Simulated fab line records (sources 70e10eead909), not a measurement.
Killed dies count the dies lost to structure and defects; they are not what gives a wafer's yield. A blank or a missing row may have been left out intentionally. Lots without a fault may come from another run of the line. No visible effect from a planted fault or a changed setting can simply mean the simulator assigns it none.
Problem report in the 8D (eight disciplines) form, filled by code | flow nandHarc | the parts of the form that need people (team, actions taken, sign-off) are left out

== 1. THE ISSUE ==
Mean of rawDefectCount at NHARC_A_CHANNEL_HOLE_D1_INSPECT_40: 1457 across 6 wafers in 2 lots; on wafers with no fault it is 68 (standard deviation 22). That puts it +63 standard deviations away from the usual mean.
Earliest sighting: wafer L837.3 on defectInspect-02 at day 12 01:24. Wafers with a number at this step in the record: 33, from 11 lots. The rule behind "out" and "out of limits": a value lying over 4 standard deviations away from the usual mean. The other wafers with a number count as sound.

== 2. WHAT IT IS, WHAT IT ISN'T ==
question                    | is                                 | is not
which readings at this step | rawDefectCount                     | -
which lots                  | L837, L838                         | L831, L842, L845, L846, L847, L850, L851, L852, L853
which wafers of those lots  | all that have a number             | -
read on which gauges        | defectInspect-01, defectInspect-02 | -
when                        | from day 12 01:24                  | up to then (3 sound wafers); but 24 sound wafers of L842, L845, L846, L847, L850, L851, L852, L853 came after

== 3. THE SUSPECTS, EACH WITH WHAT RULES IT OUT ==
Counting: a tool at any process step up to the reading remains a suspect when it ran all the lots that are out and ran no sound lot after the first of those.
- the gauge at NHARC_A_CHANNEL_HOLE_D1_INSPECT_40 has been ruled out. The wafers that are out were read on 2 gauges (defectInspect-01, defectInspect-02).
- rieDiel-01 at NHARC_A_CHANNEL_HOLE_D1_ETCH_44 (etches the open film in CF4/O2, target depth 140 nm, overetch 14 nm, time 77 s): ruled out as a lasting fault. The sound lots L845, L846, L847, L851, L852, L853 went through it after L837, its earliest lot that is out (day 12 00:26).
Left after counting: nothing in the record.

== 4. THE CAUSE (what the simulator had put in) ==
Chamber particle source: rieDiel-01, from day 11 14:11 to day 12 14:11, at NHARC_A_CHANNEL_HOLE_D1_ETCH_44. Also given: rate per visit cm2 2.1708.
It was ruled out by counting, in error; the rule expects a fault to strike all lots run on its tool from its start on, and this fault did not.

== 5. THE CHAIN OF EFFECTS, in route order ==
Each row: a reading where the mean over the struck wafers with a number is more than 3 standard deviations away from the usual. Scope: only readings with a usual standard deviation given in the record; hours: median across lots of the time from each lot's start at the first step in this table that gives one to its start at this step; sigmas: change in usual standard deviations.
hours | step                               | reading        | usual | on struck wafers | change | sigmas
0     | NHARC_A_CHANNEL_HOLE_D1_INSPECT_40 | rawDefectCount | 68    | 1457             | +1389  | +63
373   | NHARC_END_SORT_01                  | killedAtArray  | 56    | 114              | +58    | +3.4
373   | NHARC_END_SORT_01                  | killedDies     | 61    | 120              | +60    | +3.7

== 6. WHAT WOULD HAVE CAUGHT IT SOONER ==
In this record the first reading out of limits at a measuring or inspecting step was taken at day 12 01:24, 11 hours after the fault began at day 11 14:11.
An alarm limit of 4 standard deviations would not have fired on the tool readings at NHARC_A_CHANNEL_HOLE_D1_ETCH_44 for which the record gives a usual standard deviation, since none of them was out on any struck wafer.
